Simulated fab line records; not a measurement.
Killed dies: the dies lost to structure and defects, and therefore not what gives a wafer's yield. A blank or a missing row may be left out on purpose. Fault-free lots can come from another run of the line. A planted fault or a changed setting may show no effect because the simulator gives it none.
fab line records ; flow n5-finfet ; part 1 of 2: steps 1 to 3 of 6
record lots=24; wafers=72; last-day=18
route steps=1938 shown BEOL_M4@1057
lots with no fault: from the same line, run without faults
start-h: hours from the record's first day to the start of the lot's first wafer shown ; wait-h: hours since the lot's step before ; " the same as in the row above ; L1.1+2: one row covering several wafers at once ; - no value present, or no start provided ; * or withheld: withheld ; < > ~ a bound
route shown NAME@n: names a module that has steps shown in the file, with the first one's number in the route ; usual: mean and standard deviation over wafers with no fault ; same: alike in all rows ; chamber/n: place in a boat ; sites: the reading at each site ; _std_site: the standard deviation of these ; _edge_site: inner sites' mean taken away from outer sites' mean ; radius-mm: for every site, how far away it sits from the centre of the wafer ; mask NAME#n: copy n ; behind: the tool/chamber that last shaped the wafer ; hold: why the lot went on hold/how many hours it stayed there/how the hold came to an end ; device: the n, p or np transistor that did not switch ; end of line: tests run on the same wafers once the route is complete ; a step with no rows: only its recipe ; killed: not the wafer's yield, but the dies lost to structure and defects at the first sort ; map: a wafer's dies, x killed, . not, _ none there
set.NAME: the setting that was run; set.NAME@STEP: the one run at that earlier step ; model.NAME: the simulator's own value behind a step, which no gauge read
route steps across a sampled set of lots; one table per step, one row per wafer
services: when a tool's chamber went out of use (start-h, in hours from the record's first day, below 0 if earlier), for how many hours, and the reason
## steps
# step N5_BEOL_M4_OVL_MEAS_29
# recipe points-per-wafer=522
# usual V3_OVL=-0.5/0.66
# same points-per-wafer=522
lot.wafer;tool;chamber;start-h;wait-h;V3_OVL[nm]
L074.2;overlay-01;0;148.18;0.0;-1.1
L074.3;overlay-01;0;148.18;0.0;-1.2
L074.4;overlay-01;0;148.18;0.0;-1.0
L075.2;overlay-01;0;159.44;0.0;-1.0
L075.4;overlay-01;0;159.44;0.0;0.3
L075.5;overlay-01;0;159.44;0.0;-1.5
L076.1;overlay-01;0;167.82;0.0;-2.0
L076.3;overlay-01;0;167.82;0.0;-2.0
L076.4;overlay-01;0;167.82;0.0;-2.2
L077.1;overlay-01;0;168.98;0.0;-0.3
L077.4;overlay-01;0;168.98;0.0;-0.2
L077.6;overlay-01;0;168.98;0.0;-0.7
L078.1;overlay-02;0;170.41;0.0;0.2
L078.3;overlay-02;0;170.41;0.0;-0.7
L078.6;overlay-02;0;170.41;0.0;0.5
L079.1;overlay-01;0;179.17;0.0;0.1
L079.3;overlay-01;0;179.17;0.0;-0.7
L079.5;overlay-01;0;179.17;0.0;-1.2
L080.1;overlay-01;0;185.91;0.0;-0.5
L080.2;overlay-01;0;185.91;0.0;-0.6
L080.4;overlay-01;0;185.91;0.0;-0.5
L081.1;overlay-01;0;200.20;0.0;-1.3
L081.2;overlay-01;0;200.20;0.0;-1.5
L081.3;overlay-01;0;200.20;0.0;-1.7
L082.1;overlay-01;0;214.15;0.0;-0.5
L082.2;overlay-01;0;214.15;0.0;-1.5
L082.6;overlay-01;0;214.15;0.0;-1.3
L083.1;overlay-02;0;225.07;0.0;0.5
L083.2;overlay-02;0;225.07;0.0;-0.5
L083.4;overlay-02;0;225.07;0.0;-0.8
L084.1;overlay-02;0;230.08;0.0;1.0
L084.3;overlay-02;0;230.08;0.0;0.7
L084.6;overlay-02;0;230.08;0.0;0.4
L085.2;overlay-02;0;232.99;0.0;0.7
L085.3;overlay-02;0;232.99;0.0;-0.9
L085.6;overlay-02;0;232.99;0.0;-0.9
L086.2;overlay-01;0;236.84;0.0;-0.2
L086.3;overlay-01;0;236.84;0.0;-0.2
L086.4;overlay-01;0;236.84;0.0;-1.2
L088.1;overlay-01;0;238.06;0.0;-0.6
L088.2;overlay-01;0;238.06;0.0;-0.1
L088.5;overlay-01;0;238.06;0.0;-1.2
L087.2;overlay-02;0;238.13;0.0;-1.5
L087.4;overlay-02;0;238.13;0.0;-0.3
L087.6;overlay-02;0;238.13;0.0;-1.6
L089.1;overlay-02;0;245.22;0.0;-0.9
L089.5;overlay-02;0;245.22;0.0;-0.9
L089.6;overlay-02;0;245.22;0.0;-0.5
L090.1;overlay-01;0;245.31;0.0;0.4
L090.3;overlay-01;0;245.31;0.0;-0.8
L090.5;overlay-01;0;245.31;0.0;0.8
L091.2;overlay-01;0;270.25;0.0;-0.2
L091.3;overlay-01;0;270.25;0.0;-0.2
L091.4;overlay-01;0;270.25;0.0;0.6
L092.1;overlay-01;0;274.48;0.0;-1.1
L092.2;overlay-01;0;274.48;0.0;-0.7
L092.5;overlay-01;0;274.48;0.0;-0.4
L094.2;overlay-01;0;277.12;0.0;-0.1
L094.5;overlay-01;0;277.12;0.0;0.7
L094.6;overlay-01;0;277.12;0.0;-0.7
L093.2;overlay-01;0;277.75;0.0;-0.8
L093.4;overlay-01;0;277.75;0.0;-0.8
L093.6;overlay-01;0;277.75;0.0;-0.2
L095.1;overlay-02;0;291.03;0.0;-0.5
L095.3;overlay-02;0;291.03;0.0;0.0
L095.4;overlay-02;0;291.03;0.0;0.3
L096.1;overlay-01;0;294.92;0.0;-0.1
L096.2;overlay-01;0;294.92;0.0;0.4
L096.3;overlay-01;0;294.92;0.0;0.2
L097.1;overlay-02;0;295.21;0.0;-0.1
L097.4;overlay-02;0;295.21;0.0;-1.2
L097.5;overlay-02;0;295.21;0.0;-2.4
# step N5_BEOL_M4_ETCH_77
# recipe chemistry=N2/H2; target=underlayer; target-depth-a=65; mask-material=CAR-EUV; time-s=5.2; ion-energy-ev=200; pressure-mtorr=30; source-w=840; bias-w=150; n2-flow-sccm=200; h2-flow-sccm=200; ends=cleared
# usual drypump-motor-current-A=5.6/0.46; etch-rf-on-time-s=5.19/0.11; oes-product-au=0.66/0.058; rf-vpp-V=524.5/2.5; showerhead-plenum-p-Torr=2.56/0.074; throttle-valve-pct=17.74/0.22
lot.wafer;tool;chamber;start-h;wait-h;drypump-motor-current-A;etch-rf-on-time-s;oes-product-au;rf-hours-counter-h;rf-vpp-V;showerhead-plenum-p-Torr;throttle-valve-pct
L074.2;rie-diel-01;3;148.55;0.0;6.2;5.06;0.75;32;528.3;2.69;17.50
L074.3;rie-diel-01;0;148.55;0.0;5.8;5.17;0.65;148;524.7;2.54;17.69
L074.4;rie-diel-01;1;148.55;0.0;5.1;5.02;0.61;226;527.0;2.63;17.90
L075.2;rie-diel-03;3;159.56;0.0;5.9;5.17;0.57;243;523.6;2.61;17.94
L075.4;rie-diel-03;2;159.56;0.0;5.2;5.15;0.66;160;521.0;2.52;17.59
L075.5;rie-diel-03;0;159.56;0.0;5.3;5.25;0.68;-;528.3;2.66;17.47
L076.1;rie-diel-03;1;168.20;0.0;5.4;5.37;0.64;136;523.1;2.56;17.67
L076.3;rie-diel-03;3;168.20;0.0;5.9;5.28;0.57;246;524.1;2.61;17.91
L076.4;rie-diel-03;2;168.20;0.0;5.2;5.13;0.68;164;524.9;2.52;17.59
L077.1;rie-diel-04;3;169.47;0.0;5.9;5.25;0.62;204;528.6;2.61;17.79
L077.4;rie-diel-04;2;169.47;0.0;6.0;5.26;0.60;237;521.0;2.50;17.66
L077.6;rie-diel-04;2;169.47;0.0;6.1;5.21;0.59;-;522.2;2.50;17.67
L078.1;rie-diel-01;0;171.09;0.0;5.8;5.21;0.64;157;524.5;2.53;17.71
L078.3;rie-diel-01;1;171.09;0.0;5.1;5.01;0.61;236;526.0;2.62;17.90
L078.6;rie-diel-01;1;171.09;0.0;5.1;5.02;0.62;-;524.6;2.62;17.91
L079.1;rie-diel-04;0;179.29;0.0;6.1;5.25;0.65;171;525.6;2.53;18.09
L079.3;rie-diel-04;3;179.29;0.0;5.9;5.16;0.62;207;524.4;2.61;17.75
L079.5;rie-diel-04;2;179.29;0.0;6.1;5.16;0.60;-;523.8;2.50;17.66
L080.1;rie-diel-03;2;186.03;0.0;5.2;5.15;0.66;170;522.8;2.52;17.59
L080.2;rie-diel-03;1;186.03;0.0;5.4;5.39;0.64;143;523.2;2.55;17.67
L080.4;rie-diel-03;0;186.03;0.0;5.3;5.24;0.67;-;529.8;2.66;17.48
L081.1;rie-diel-03;1;200.33;0.0;5.4;5.32;0.64;148;522.5;2.55;17.68
L081.2;rie-diel-03;0;200.33;0.0;5.3;5.23;0.67;112;526.3;2.66;17.48
L081.3;rie-diel-03;2;200.33;0.0;5.2;5.12;0.66;175;523.6;2.52;17.59
L082.1;rie-diel-01;3;214.28;0.0;6.2;5.05;0.72;50;529.2;2.68;17.52
L082.2;rie-diel-01;1;214.28;0.0;5.0;5.04;0.60;252;526.2;2.62;17.94
L082.6;rie-diel-01;1;214.28;0.0;5.0;5.01;0.61;-;524.1;2.62;17.93
L083.1;rie-diel-03;2;225.20;0.0;5.2;5.22;0.65;183;520.6;2.51;17.66
L083.2;rie-diel-03;1;225.20;0.0;5.4;5.40;0.64;155;523.6;2.55;17.70
L083.4;rie-diel-03;0;225.20;0.0;5.3;5.37;0.66;119;528.1;2.65;17.52
L084.1;rie-diel-01;2;230.21;0.0;4.8;5.09;0.61;199;520.9;2.43;18.09
L084.3;rie-diel-01;3;230.21;0.0;6.2;5.09;0.72;51;527.6;2.68;17.56
L084.6;rie-diel-01;0;230.21;0.0;5.8;5.24;0.62;-;523.8;2.52;17.75
L085.2;rie-diel-03;0;233.14;0.0;5.3;5.22;0.66;122;526.8;2.65;17.51
L085.3;rie-diel-03;3;233.14;0.0;5.9;5.04;0.82;9;525.9;2.61;17.53
L085.6;rie-diel-03;3;233.14;0.0;6.0;5.05;0.80;-;525.8;2.60;17.53
L086.2;rie-diel-01;3;236.96;0.0;6.2;5.15;0.71;54;528.0;2.68;17.53
L086.3;rie-diel-01;2;236.96;0.0;4.8;5.21;0.60;202;521.0;2.43;18.06
L086.4;rie-diel-01;2;236.96;0.0;4.8;5.16;0.61;-;518.2;2.43;18.10
L088.1;rie-diel-04;0;238.20;0.0;6.1;5.30;0.63;195;524.3;2.52;18.14
L088.2;rie-diel-04;2;238.20;0.0;6.0;5.08;0.81;3;521.8;2.50;17.27
L088.5;rie-diel-04;0;238.20;0.0;6.1;5.25;0.62;-;523.1;2.52;18.12
L087.2;rie-diel-03;3;238.36;0.0;5.9;5.16;0.79;10;525.3;2.60;17.56
L087.4;rie-diel-03;2;238.36;0.0;5.2;5.11;0.64;188;523.7;2.51;17.64
L087.6;rie-diel-03;0;238.36;0.0;5.3;5.27;0.67;-;528.3;2.65;17.50
L089.1;rie-diel-04;0;245.35;0.0;6.1;5.28;0.62;197;522.7;2.52;18.11
L089.5;rie-diel-04;0;245.35;0.0;6.1;5.30;0.62;-;526.3;2.52;18.14
L089.6;rie-diel-04;1;245.35;0.0;6.0;5.13;0.69;-;525.4;2.59;17.93
L090.1;rie-diel-01;2;245.43;0.0;4.8;5.13;0.59;207;521.9;2.42;18.10
L090.3;rie-diel-01;3;245.43;0.0;6.2;5.09;0.71;59;527.3;2.68;17.55
L090.5;rie-diel-01;0;245.43;0.0;5.8;5.22;0.62;-;524.0;2.52;17.76
L091.2;rie-diel-01;2;270.37;0.0;4.8;5.16;0.59;216;520.7;2.42;18.11
L091.3;rie-diel-01;3;270.37;0.0;6.2;5.10;0.70;68;528.8;2.67;17.56
L091.4;rie-diel-01;0;270.37;0.0;5.8;5.25;0.61;-;524.1;2.52;17.76
L092.1;rie-diel-03;1;275.03;0.0;5.4;5.32;0.62;170;523.6;2.54;17.74
L092.2;rie-diel-03;3;275.03;0.0;5.9;5.00;0.78;22;521.8;2.60;17.55
L092.5;rie-diel-03;1;275.03;0.0;5.4;5.33;0.62;-;521.7;2.54;17.74
L094.2;rie-diel-01;2;277.27;0.0;4.7;5.15;0.59;220;519.9;2.42;18.12
L094.5;rie-diel-01;0;277.27;0.0;5.8;5.30;0.61;-;523.1;2.51;17.78
L094.6;rie-diel-01;3;277.27;0.0;6.2;5.13;0.69;-;527.1;2.67;17.55
L093.2;rie-diel-04;0;277.87;0.0;6.1;5.30;0.60;206;524.2;2.51;18.14
L093.4;rie-diel-04;3;277.87;0.0;5.9;5.22;0.59;244;523.0;2.60;17.84
L093.6;rie-diel-04;2;277.87;0.0;6.1;5.08;0.78;-;523.1;2.49;17.29
L095.1;rie-diel-03;3;291.15;0.0;5.9;5.04;0.75;26;526.1;2.60;17.55
L095.3;rie-diel-03;2;291.15;0.0;5.2;5.15;0.64;204;522.6;2.51;17.67
L095.4;rie-diel-03;1;291.15;0.0;5.4;5.42;0.61;175;525.1;2.54;17.75
L096.1;rie-diel-03;1;295.04;0.0;5.4;5.41;0.62;176;524.9;2.54;17.74
L096.2;rie-diel-03;2;295.04;0.0;5.2;5.06;0.64;205;523.6;2.51;17.65
L096.3;rie-diel-03;0;295.04;0.0;5.3;5.21;0.66;140;526.8;2.64;17.55
L097.1;rie-diel-04;0;295.34;0.0;6.1;5.29;0.60;214;521.1;2.51;18.15
L097.4;rie-diel-04;2;295.34;0.0;6.1;5.07;0.77;-;522.9;2.49;17.29
L097.5;rie-diel-04;0;295.34;0.0;6.1;5.28;0.61;-;525.0;2.51;18.15
# step N5_BEOL_M4_ETCH_69
# recipe chemistry=CF4; target=SiARC; target-depth-a=156; mask-material=CAR-EUV; time-s=26; ion-energy-ev=80; pressure-mtorr=40; source-w=545; bias-w=36; Ar_flow_sccm=100; cf4-flow-sccm=100; ends=cleared
# usual drypump-motor-current-A=5.6/0.45; etch-rf-on-time-s=25.9/0.48; oes-product-au=0.66/0.059; rf-vpp-V=184.2/1.2; showerhead-plenum-p-Torr=2.16/0.063; throttle-valve-pct=15.54/0.18
lot.wafer;tool;chamber;start-h;wait-h;drypump-motor-current-A;etch-rf-on-time-s;oes-product-au;rf-hours-counter-h;rf-vpp-V;showerhead-plenum-p-Torr;throttle-valve-pct
L074.2;rie-diel-01;3;148.56;0.0;6.1;25.4;0.74;32;186.2;2.28;15.46
L074.3;rie-diel-01;0;148.56;0.0;5.8;26.4;0.65;148;182.6;2.14;15.47
L074.4;rie-diel-01;1;148.56;0.0;5.1;25.0;0.61;226;184.4;2.20;15.62
L075.2;rie-diel-03;3;159.58;0.0;5.9;26.1;0.57;243;185.1;2.21;15.72
L075.4;rie-diel-03;2;159.58;0.0;5.2;25.6;0.66;160;184.3;2.14;15.50
L075.5;rie-diel-03;0;159.58;0.0;5.3;25.9;0.69;-;185.1;2.24;15.34
L076.1;rie-diel-03;1;168.22;0.0;5.4;26.6;0.65;136;182.3;2.14;15.38
L076.3;rie-diel-03;3;168.22;0.0;5.9;26.1;0.57;246;184.0;2.21;15.76
L076.4;rie-diel-03;2;168.22;0.0;5.2;25.4;0.67;164;183.5;2.14;15.49
L077.1;rie-diel-04;3;169.49;0.0;5.9;26.2;0.61;204;185.9;2.20;15.62
L077.4;rie-diel-04;2;169.49;0.0;6.1;26.2;0.60;237;182.5;2.11;15.57
L077.6;rie-diel-04;2;169.49;0.0;6.1;26.2;0.59;-;182.9;2.11;15.57
L078.1;rie-diel-01;0;171.11;0.0;5.8;26.2;0.64;157;184.5;2.14;15.50
L078.3;rie-diel-01;1;171.11;0.0;5.1;25.2;0.60;236;184.6;2.20;15.64
L078.6;rie-diel-01;1;171.11;0.0;5.0;25.3;0.61;-;184.3;2.20;15.64
L079.1;rie-diel-04;0;179.31;0.0;6.1;26.5;0.63;171;186.0;2.13;15.86
L079.3;rie-diel-04;3;179.31;0.0;5.9;26.2;0.61;207;183.6;2.20;15.61
L079.5;rie-diel-04;2;179.31;0.0;6.1;26.2;0.59;-;183.1;2.11;15.59
L080.1;rie-diel-03;2;186.05;0.0;5.2;25.5;0.66;170;183.8;2.14;15.51
L080.2;rie-diel-03;1;186.05;0.0;5.4;26.1;0.65;143;185.5;2.14;15.40
L080.4;rie-diel-03;0;186.05;0.0;5.3;25.6;0.68;-;186.3;2.24;15.35
L081.1;rie-diel-03;1;200.35;0.0;5.4;26.9;0.63;148;184.0;2.14;15.41
L081.2;rie-diel-03;0;200.35;0.0;5.3;26.1;0.68;112;186.0;2.23;15.34
L081.3;rie-diel-03;2;200.35;0.0;5.2;25.6;0.65;175;183.2;2.14;15.51
L082.1;rie-diel-01;3;214.29;0.0;6.1;25.3;0.72;50;185.5;2.27;15.47
L082.2;rie-diel-01;1;214.29;0.0;5.1;25.0;0.60;252;185.3;2.19;15.66
L082.6;rie-diel-01;1;214.29;0.0;5.1;24.8;0.60;-;184.6;2.19;15.67
L083.1;rie-diel-03;2;225.22;0.0;5.2;25.4;0.65;183;182.3;2.13;15.54
L083.2;rie-diel-03;1;225.22;0.0;5.4;26.4;0.64;155;184.6;2.14;15.42
L083.4;rie-diel-03;0;225.22;0.0;5.3;26.0;0.67;119;183.6;2.23;15.37
L084.1;rie-diel-01;2;230.22;0.0;4.8;25.7;0.60;199;182.9;2.04;15.77
L084.3;rie-diel-01;3;230.22;0.0;6.1;25.3;0.72;51;185.9;2.27;15.47
L084.6;rie-diel-01;0;230.22;0.0;5.8;26.0;0.62;-;183.6;2.13;15.55
L085.2;rie-diel-03;0;233.15;0.0;5.3;25.9;0.68;122;185.6;2.23;15.36
L085.3;rie-diel-03;3;233.15;0.0;5.9;25.2;0.81;9;184.6;2.20;15.29
L085.6;rie-diel-03;3;233.15;0.0;5.9;25.3;0.80;-;183.4;2.20;15.28
L086.2;rie-diel-01;3;236.98;0.0;6.2;25.5;0.71;54;184.9;2.27;15.48
L086.3;rie-diel-01;2;236.98;0.0;4.8;25.9;0.61;202;183.0;2.04;15.75
L086.4;rie-diel-01;2;236.98;0.0;4.8;26.0;0.60;-;184.0;2.04;15.75
L088.1;rie-diel-04;0;238.22;0.0;6.1;26.3;0.62;195;183.7;2.12;15.90
L088.2;rie-diel-04;2;238.22;0.0;6.1;25.7;0.82;3;183.6;2.11;15.13
L088.5;rie-diel-04;0;238.22;0.0;6.1;26.5;0.62;-;183.5;2.12;15.91
L087.2;rie-diel-03;3;238.38;0.0;5.9;25.1;0.80;10;183.7;2.20;15.29
L087.4;rie-diel-03;2;238.38;0.0;5.2;25.5;0.64;188;184.1;2.13;15.54
L087.6;rie-diel-03;0;238.38;0.0;5.3;25.9;0.67;-;185.2;2.23;15.37
L089.1;rie-diel-04;0;245.37;0.0;6.0;26.3;0.62;197;184.1;2.12;15.91
L089.5;rie-diel-04;0;245.37;0.0;6.0;26.5;0.62;-;183.5;2.12;15.90
L089.6;rie-diel-04;1;245.37;0.0;6.0;26.0;0.70;-;185.1;2.16;15.69
L090.1;rie-diel-01;2;245.45;0.0;4.8;26.3;0.60;207;181.4;2.04;15.77
L090.3;rie-diel-01;3;245.45;0.0;6.1;25.9;0.70;59;186.2;2.27;15.48
L090.5;rie-diel-01;0;245.45;0.0;5.9;26.3;0.63;-;184.5;2.12;15.54
L091.2;rie-diel-01;2;270.39;0.0;4.8;25.8;0.59;216;183.0;2.04;15.78
L091.3;rie-diel-01;3;270.39;0.0;6.2;25.2;0.70;68;184.7;2.27;15.50
L091.4;rie-diel-01;0;270.39;0.0;5.8;26.4;0.62;-;184.1;2.12;15.59
L092.1;rie-diel-03;1;275.05;0.0;5.4;26.7;0.62;170;183.4;2.13;15.46
L092.2;rie-diel-03;3;275.05;0.0;5.9;25.1;0.78;22;185.8;2.20;15.30
L092.5;rie-diel-03;1;275.05;0.0;5.4;26.9;0.62;-;184.0;2.13;15.44
L094.2;rie-diel-01;2;277.29;0.0;4.8;26.2;0.59;220;181.9;2.04;15.80
L094.5;rie-diel-01;0;277.29;0.0;5.8;26.6;0.60;-;185.6;2.12;15.58
L094.6;rie-diel-01;3;277.29;0.0;6.2;25.6;0.68;-;186.0;2.26;15.54
L093.2;rie-diel-04;0;277.88;0.0;6.1;26.6;0.61;206;183.4;2.12;15.94
L093.4;rie-diel-04;3;277.88;0.0;5.9;26.1;0.59;244;183.8;2.19;15.69
L093.6;rie-diel-04;2;277.88;0.0;6.1;25.7;0.79;-;183.8;2.10;15.14
L095.1;rie-diel-03;3;291.17;0.0;5.9;24.8;0.77;26;183.1;2.20;15.33
L095.3;rie-diel-03;2;291.17;0.0;5.2;25.5;0.64;204;183.4;2.13;15.56
L095.4;rie-diel-03;1;291.17;0.0;5.4;26.4;0.62;175;185.0;2.13;15.47
L096.1;rie-diel-03;1;295.06;0.0;5.3;26.8;0.62;176;184.9;2.13;15.42
L096.2;rie-diel-03;2;295.06;0.0;5.2;25.6;0.64;205;184.6;2.13;15.56
L096.3;rie-diel-03;0;295.06;0.0;5.4;25.9;0.66;140;185.3;2.22;15.42
L097.1;rie-diel-04;0;295.35;0.0;6.0;26.3;0.61;214;183.2;2.12;15.96
L097.4;rie-diel-04;2;295.35;0.0;6.1;25.1;0.77;-;184.2;2.10;15.16
L097.5;rie-diel-04;0;295.35;0.0;6.1;26.3;0.61;-;183.4;2.12;15.94
